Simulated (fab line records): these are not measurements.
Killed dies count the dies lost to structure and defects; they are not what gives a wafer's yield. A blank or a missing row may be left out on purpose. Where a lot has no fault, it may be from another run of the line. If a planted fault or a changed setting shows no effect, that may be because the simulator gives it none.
Lot-split experiment -- flow n5-finfet -- on a route of 1938 steps: 7 lots, 21 wafers read

## ON THE SPLIT
At N5_BEOL_M8_COAT_22 (resist thk 30 nm), the setting spin-rpm was moved away from the recipe's 1500 rpm on 5 of the 21 wafers read, by -7.5% to +9.4%. The other wafers ran this setting at the recipe's value.

## FROM THE SPLIT TO THE READING: what the file shows between them, 2 steps
- N5_BEOL_M8_EBR_24
- N5_BEOL_M8_SOFTBAKE_23: time 60 s

## THE READING
CAR-EUV_of_BEOL_M8_COAT_22.thk-nm (the simulator's own value, which no gauge read), in nm, at N5_BEOL_M8_DESCUM_33 (chemistry O2, time 7 s). The file gives no usual value for it. Here, 16 wafers ran the recipe; their average is 26.1 nm with a standard deviation of 0.14 nm.

wafer,"tool, chamber at the split","spin-rpm as run, rpm",against the recipe,"CAR-EUV_of_BEOL_M8_COAT_22.thk-nm, nm",against lot-mates on the recipe
L074.2,"litho-track-05, 0",1500,recipe,26,-
L074.6,"litho-track-05, 0",1500,recipe,26,-
L074.3,"litho-track-05, 0",1388,-7.5%,27.2,+1.2
L076.1,"litho-track-02, 0",1500,recipe,26.2,-
L076.3,"litho-track-02, 0",1500,recipe,26.2,-
L076.5,"litho-track-02, 0",1500,recipe,26,-
L077.1,"litho-track-02, 0",1500,recipe,26.4,-
L077.3,"litho-track-02, 0",1500,recipe,26.4,-
L077.5,"litho-track-02, 0",1500,recipe,26.2,-
L087.3,"litho-track-05, 0",1500,recipe,26,-
L087.4,"litho-track-05, 0",1500,recipe,26,-
L087.6,"litho-track-05, 0",1500,recipe,26.2,-
L090.2,"litho-track-02, 0",1641,+9.4%,24.8,-1.2
L090.4,"litho-track-02, 0",1641,+9.4%,24.6,-1.4
L090.5,"litho-track-02, 0",1500,recipe,26,-
L089.2,"litho-track-02, 0",1500,recipe,26.2,-
L089.4,"litho-track-02, 0",1500,recipe,26.2,-
L089.6,"litho-track-02, 0",1599,+6.6%,25.2,-1.0
L091.1,"litho-track-05, 0",1500,recipe,26.2,-
L091.2,"litho-track-05, 0",1455,-3.0%,26.4,+0.3
L091.3,"litho-track-05, 0",1500,recipe,26,-

THE FIT
A straight line over all 21 wafers: CAR-EUV_of_BEOL_M8_COAT_22.thk-nm changes by -0.146 nm for each +1% of spin-rpm; r = -0.97; the points scatter about the line by 0.14 nm.
The same after taking each lot's own level away (the mean of its wafers on the recipe; 21 wafers): -0.144 nm for each +1%; r = -0.99; scatter 0.092 nm.
Per that fit: largest spin-rpm move, reading shift of 1.3 nm.
The span of the lots' own levels, 26.00 to 26.33 nm, comes to 2.4 times the standard deviation stated above.
So the lot-to-lot level changes the slope little: the two slopes agree.
Check: for one of the wafers moved furthest among these (+9.4%), held out of the fit, the line's prediction against its lot-mates is -1.42 nm. It came out at -1.2 nm against them.

## FURTHER SPLITS ON THESE WAFERS
These wafers also went through other splits before the reading. Each is held against what the fit with the lots' levels taken away leaves over:
other split on the same wafers,wafers away from the commonest value,r with CAR-EUV_of_BEOL_M8_COAT_22.thk-nm (lot level and that fit taken away)
N5_BEOL_M6_EXPOSE_08 dose-mj,7,-0.10
N5_BEOL_M7_ETCH_61 source-w,3,+0.06
N5_BEOL_M7_ETCH_62 source-w,7,+0.30

## THE WHOLE CHAIN: every reading that the file lists as answering this split, in the file's order
step,what it does,reading,change (the file's fit),r (the file's)
N5_BEOL_M8_COAT_22,resist thk 30 nm,"CAR-EUV_of_BEOL_M8_COAT_22.thk-nm (the simulator's own value, which no gauge read)",-0.145 nm for each +1% of the setting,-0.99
N5_BEOL_M8_DESCUM_33,"chemistry O2, time 7 s","CAR-EUV_of_BEOL_M8_COAT_22.thk-nm (the simulator's own value, which no gauge read)",-0.146 nm for each +1% of the setting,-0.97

## FILE'S OWN FIT
CAR-EUV_of_BEOL_M8_COAT_22.thk-nm changes by -0.146 nm for each +1% of spin-rpm, r = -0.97.
